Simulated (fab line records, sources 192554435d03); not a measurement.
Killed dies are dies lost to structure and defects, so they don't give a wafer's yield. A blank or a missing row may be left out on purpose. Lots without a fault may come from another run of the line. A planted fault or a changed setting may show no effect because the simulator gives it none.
Chamber matching | flow n5_finfet | N5_BEOL_M8_STRIP_19 on rie_diel-01: 4 sister chambers
The step strips in O2. 8 wafers are shown with their chamber, then 8 later ones without.

WAFERS WITH THEIR CHAMBER
wafer  | chamber | drypump_motor_current_A (A) | showerhead_plenum_p_Torr (Torr)
L078.1 | 3       | 4.9                         | 2.13
L078.3 | 0       | 5.5                         | 2.05
L080.6 | 2       | 6.0                         | 2.23
L082.4 | 2       | 5.9                         | 2.22
L083.1 | 0       | 5.5                         | 2.04
L083.4 | 3       | 4.9                         | 2.13
L083.5 | 1       | 5.3                         | 2.14
L088.2 | 1       | 5.2                         | 2.13

WAFERS WITHOUT THEIR CHAMBER
wafer  | drypump_motor_current_A (A) | showerhead_plenum_p_Torr (Torr)
L088.3 | 5.5                         | 2.04
L088.5 | 5.9                         | 2.22
L090.4 | 5.2                         | 2.13
L090.5 | 4.9                         | 2.12
L090.6 | 5.5                         | 2.04
L091.1 | 5.9                         | 2.22
L091.2 | 5.2                         | 2.13
L091.4 | 5.5                         | 2.04

WHICH CHAMBER EACH WENT THROUGH
wafer  | from the rows above | in truth
L088.3 | 0                   | 0
L088.5 | 2                   | 2
L090.4 | 1                   | 1
L090.5 | 3                   | 3
L090.6 | 0                   | 0
L091.1 | 2                   | 2
L091.2 | 1                   | 1
L091.4 | 0                   | 0
Placed correctly: 8 of 8. Can't be placed from these rows: 0. Placed wrongly: 0.
How it was worked out, from the rows above alone: a wafer's distance from a chamber is the root of the sum, over the readings, of the square of ((its reading less the chamber's mean) divided by the reading's scatter). The wafer belongs to the nearest chamber; if the next one is less than 2 further off, it can't be placed. A chamber's mean is the mean of its shown wafers. The scatter: the root of (the sum of the squares of (reading less its chamber's mean) over the shown wafers, divided by (wafers less chambers)).
